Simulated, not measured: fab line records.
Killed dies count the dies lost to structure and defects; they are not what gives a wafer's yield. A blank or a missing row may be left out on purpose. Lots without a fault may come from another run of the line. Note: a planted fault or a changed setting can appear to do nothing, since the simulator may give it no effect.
The same fault as seen by 3 desks ; flow nand harc ; each desk holds nothing but its own numbers, with what lay behind them at the end

FOR THE TOOL OWNER'S DESK: litho track-01
The tool's own readings at NHARC_P_M0_PEB_07 (peb time 65 s): means of the sampled wafers that have a number, for each lot that ran on this tool. Marked OUT: a lot whose mean sits more than 4 standard deviations from the usual mean, which makes it out of limits; the brackets give that distance.
Columns: A = heater power total W at NHARC_P_M0_PEB_07, usual 156.6 W
lot;first seen here;A
L322;day 7 09:07;156.8
L327;day 9 14:03;156.3
L331;day 11 07:16;156.8
L339;day 14 07:44;165.7 (+22) OUT
Finding of this desk: L339 out of limits; the first was L339 at day 14 07:44, on heater power total W at NHARC_P_M0_PEB_07. In limits: L322, L327, L331.

THE DEFECT DESK
Counts from the inspections along the route, per lot, as means over the sampled wafers that have a number. Marked OUT: a lot whose mean sits more than 4 standard deviations from the usual mean, which makes it out of limits; the brackets give that distance.
Columns: A = raw defect count at NHARC_P_M0_INSPECT_11, usual 3.9
lot;first seen here;A
L319;day 5 23:32;4.3
L320;day 6 12:16;2.7
L322;day 7 09:19;6.0
L323;day 7 21:37;12.3
L324;day 8 04:19;6.0
L325;day 8 17:21;1.3
L326;day 9 06:26;6.7
L327;day 9 14:15;3.3
L328;day 10 00:41;4.3
L329;day 10 17:05;3.3
L330;day 10 18:15;2.3
L331;day 11 07:28;1.7
L339;day 14 07:56;4.3
This desk's finding: nothing out of limits on any of the 13 lots.

FROM THE METROLOGY DESK
What the gauges read for every lot (on any tool): the sampled wafers with a number, averaged. Marked OUT: a lot whose mean sits more than 4 standard deviations from the usual mean, which makes it out of limits; the brackets give that distance.
Columns: A = cd nm at NHARC_P_M0_CD_MEAS_09, usual 90.0 nm; B = cd nm at NHARC_P_M0_CD_MEAS_16, usual 90.0 nm
lot;first seen here;A;B
L319;day 5 23:25;89.5;89.5
L320;day 6 12:08;90.8;90.8
L322;day 7 09:11;89.4;89.6
L323;day 7 21:30;90.8;90.8
L324;day 8 04:11;91.5;91.8
L325;day 8 17:14;90.9;90.8
L326;day 9 06:19;90.0;90.3
L327;day 9 14:08;90.8;90.7
L328;day 10 00:34;89.9;90.0
L329;day 10 16:58;90.7;90.4
L330;day 10 18:08;89.0;89.2
L331;day 11 07:21;90.0;90.3
L339;day 14 07:49;86.6 (-5.4) OUT;86.7 (-4.4) OUT
Finding of this desk: L339 out of limits; the first was L339 at day 14 07:49, on cd nm at NHARC_P_M0_CD_MEAS_09. In limits: L319, L320, L322, L323, L324, L325, L326, L327, L328, L329, L330, L331.

TAKEN TOGETHER
On L339, at day 14 07:44, an alarm was possible from the tool owner's desk.
Metrology desk: alarm possible at day 14 07:49 on L339.
The defect desk saw nothing out of limits.
The defect desk has L339 on record, within its limits.
Of the lots named, all ran NHARC_P_M0_PEB_07 on litho track-01.

WHAT HAD BEEN PUT IN BY THE SIMULATOR
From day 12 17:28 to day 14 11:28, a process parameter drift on litho track-01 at NHARC_P_M0_PEB_07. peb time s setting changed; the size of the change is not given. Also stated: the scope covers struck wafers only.
Struck lots among those shown: L339.
Fault start to first reading out of limits, in hours, per desk: tool owner, 38; metrology, 38.
